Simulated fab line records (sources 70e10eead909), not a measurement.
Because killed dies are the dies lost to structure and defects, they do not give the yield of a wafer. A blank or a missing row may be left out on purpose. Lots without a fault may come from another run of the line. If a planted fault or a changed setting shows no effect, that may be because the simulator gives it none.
Chamber matching :: flow nand harc :: 4 sister chambers for NHARC_A_M1_DESCUM_14 on rie diel-03
The step chemistry O2, time 3 s. 33 wafers are shown with their chamber, then 12 later ones without.

WAFERS WITH THEIR CHAMBER
wafer: L074.1
chamber: 3
drypump motor current A (A): 4.9
showerhead plenum p Torr (Torr): 1.98
rf vpp V (V): 59.0

wafer: L074.2
chamber: 2
drypump motor current A (A): 6.3
showerhead plenum p Torr (Torr): 1.82
rf vpp V (V): 56.4

wafer: L074.5
chamber: 1
drypump motor current A (A): 5.4
showerhead plenum p Torr (Torr): 1.88
rf vpp V (V): 57.4

wafer: L077.2
chamber: 1
drypump motor current A (A): 5.4
showerhead plenum p Torr (Torr): 1.88
rf vpp V (V): 58.1

wafer: L077.5
chamber: 1
drypump motor current A (A): 5.4
showerhead plenum p Torr (Torr): 1.88
rf vpp V (V): 57.5

wafer: L077.6
chamber: 2
drypump motor current A (A): 6.3
showerhead plenum p Torr (Torr): 1.82
rf vpp V (V): 57.4

wafer: L075.1
chamber: 0
drypump motor current A (A): 4.7
showerhead plenum p Torr (Torr): 1.82
rf vpp V (V): 58.8

wafer: L075.2
chamber: 1
drypump motor current A (A): 5.4
showerhead plenum p Torr (Torr): 1.88
rf vpp V (V): 57.4

wafer: L075.3
chamber: 2
drypump motor current A (A): 6.4
showerhead plenum p Torr (Torr): 1.82
rf vpp V (V): 58.6

wafer: L076.1
chamber: 1
drypump motor current A (A): 5.4
showerhead plenum p Torr (Torr): 1.88
rf vpp V (V): 57.3

wafer: L076.4
chamber: 0
drypump motor current A (A): 4.7
showerhead plenum p Torr (Torr): 1.82
rf vpp V (V): 58.2

wafer: L076.5
chamber: 1
drypump motor current A (A): 5.4
showerhead plenum p Torr (Torr): 1.88
rf vpp V (V): 58.3

wafer: L078.1
chamber: 1
drypump motor current A (A): 5.4
showerhead plenum p Torr (Torr): 1.88
rf vpp V (V): 56.0

wafer: L078.3
chamber: 0
drypump motor current A (A): 4.7
showerhead plenum p Torr (Torr): 1.82
rf vpp V (V): 56.9

wafer: L078.5
chamber: 0
drypump motor current A (A): 4.7
showerhead plenum p Torr (Torr): 1.82
rf vpp V (V): 56.9

wafer: L081.2
chamber: 3
drypump motor current A (A): 4.9
showerhead plenum p Torr (Torr): 1.98
rf vpp V (V): 59.3

wafer: L081.3
chamber: 1
drypump motor current A (A): 5.4
showerhead plenum p Torr (Torr): 1.88
rf vpp V (V): 58.1

wafer: L081.6
chamber: 3
drypump motor current A (A): 4.9
showerhead plenum p Torr (Torr): 1.98
rf vpp V (V): 57.8

wafer: L084.3
chamber: 1
drypump motor current A (A): 5.4
showerhead plenum p Torr (Torr): 1.88
rf vpp V (V): 58.1

wafer: L084.4
chamber: 3
drypump motor current A (A): 4.9
showerhead plenum p Torr (Torr): 1.98
rf vpp V (V): 58.7

wafer: L084.5
chamber: 0
drypump motor current A (A): 4.7
showerhead plenum p Torr (Torr): 1.82
rf vpp V (V): 57.3

wafer: L085.1
chamber: 0
drypump motor current A (A): 4.7
showerhead plenum p Torr (Torr): 1.82
rf vpp V (V): 57.8

wafer: L085.5
chamber: 1
drypump motor current A (A): 5.4
showerhead plenum p Torr (Torr): 1.88
rf vpp V (V): 57.8

wafer: L085.6
chamber: 0
drypump motor current A (A): 4.7
showerhead plenum p Torr (Torr): 1.82
rf vpp V (V): 56.2

wafer: L083.2
chamber: 3
drypump motor current A (A): 4.9
showerhead plenum p Torr (Torr): 1.97
rf vpp V (V): 58.0

wafer: L083.4
chamber: 0
drypump motor current A (A): 4.7
showerhead plenum p Torr (Torr): 1.82
rf vpp V (V): 57.6

wafer: L083.6
chamber: 2
drypump motor current A (A): 6.3
showerhead plenum p Torr (Torr): 1.81
rf vpp V (V): 58.2

wafer: L089.1
chamber: 0
drypump motor current A (A): 4.7
showerhead plenum p Torr (Torr): 1.82
rf vpp V (V): 57.5

wafer: L089.4
chamber: 2
drypump motor current A (A): 6.3
showerhead plenum p Torr (Torr): 1.81
rf vpp V (V): 58.3

wafer: L089.6
chamber: 3
drypump motor current A (A): 4.9
showerhead plenum p Torr (Torr): 1.97
rf vpp V (V): 58.3

wafer: L088.1
chamber: 2
drypump motor current A (A): 6.3
showerhead plenum p Torr (Torr): 1.82
rf vpp V (V): 57.6

wafer: L088.2
chamber: 1
drypump motor current A (A): 5.4
showerhead plenum p Torr (Torr): 1.88
rf vpp V (V): 56.2

wafer: L088.4
chamber: 0
drypump motor current A (A): 4.7
showerhead plenum p Torr (Torr): 1.82
rf vpp V (V): 57.0

SIGNATURES, as means of the wafers listed above
reading: drypump motor current A
chamber 0: 4.700
chamber 1: 5.400
chamber 2: 6.317
chamber 3: 4.900
scatter within a chamber: 0.017

reading: showerhead plenum p Torr
chamber 0: 1.8200
chamber 1: 1.8800
chamber 2: 1.8167
chamber 3: 1.9767
scatter within a chamber: 0.00303

reading: rf vpp V
chamber 0: 57.420
chamber 1: 57.473
chamber 2: 57.750
chamber 3: 58.517
scatter within a chamber: 0.734
Rule: a wafer lies at a distance from a chamber equal to the root of the sum of squares, over the readings, of (its reading less the chamber's mean, divided by the reading's scatter). If the next closest chamber is less than 2 further off than the closest, the wafer can't be placed; otherwise it belongs to the closest. The scatter is the square root of a quotient: the sum, over the shown wafers, of each reading's squared deviation from its chamber's mean, divided by wafers minus chambers.

WAFERS WITHOUT THEIR CHAMBER
wafer: L087.1
drypump motor current A (A): 4.9
showerhead plenum p Torr (Torr): 1.97
rf vpp V (V): 59.0

wafer: L087.4
drypump motor current A (A): 6.3
showerhead plenum p Torr (Torr): 1.81
rf vpp V (V): 58.4

wafer: L087.6
drypump motor current A (A): 6.3
showerhead plenum p Torr (Torr): 1.81
rf vpp V (V): 57.3

wafer: L090.1
drypump motor current A (A): 5.4
showerhead plenum p Torr (Torr): 1.88
rf vpp V (V): 56.5

wafer: L090.4
drypump motor current A (A): 4.7
showerhead plenum p Torr (Torr): 1.82
rf vpp V (V): 56.2

wafer: L090.5
drypump motor current A (A): 4.7
showerhead plenum p Torr (Torr): 1.82
rf vpp V (V): 58.4

wafer: L097.2
drypump motor current A (A): 4.9
showerhead plenum p Torr (Torr): 1.97
rf vpp V (V): 60.0

wafer: L097.5
drypump motor current A (A): 5.4
showerhead plenum p Torr (Torr): 1.88
rf vpp V (V): 56.8

wafer: L097.6
drypump motor current A (A): 4.7
showerhead plenum p Torr (Torr): 1.82
rf vpp V (V): 58.2

wafer: L096.2
drypump motor current A (A): 6.3
showerhead plenum p Torr (Torr): 1.81
rf vpp V (V): 58.4

wafer: L096.4
drypump motor current A (A): 4.7
showerhead plenum p Torr (Torr): 1.82
rf vpp V (V): 58.1

wafer: L096.6
drypump motor current A (A): 4.7
showerhead plenum p Torr (Torr): 1.82
rf vpp V (V): 57.4

CHAMBER TAKEN BY EACH
wafer: L087.1
from the rows above: 3
in truth: 3

wafer: L087.4
from the rows above: 2
in truth: 2

wafer: L087.6
from the rows above: 2
in truth: 2

wafer: L090.1
from the rows above: 1
in truth: 1

wafer: L090.4
from the rows above: 0
in truth: 0

wafer: L090.5
from the rows above: 0
in truth: 0

wafer: L097.2
from the rows above: 3
in truth: 3

wafer: L097.5
from the rows above: 1
in truth: 1

wafer: L097.6
from the rows above: 0
in truth: 0

wafer: L096.2
from the rows above: 2
in truth: 2

wafer: L096.4
from the rows above: 0
in truth: 0

wafer: L096.6
from the rows above: 0
in truth: 0
12 of 12 placed correctly. Can't be placed from these rows: 0. 0 placed wrongly.
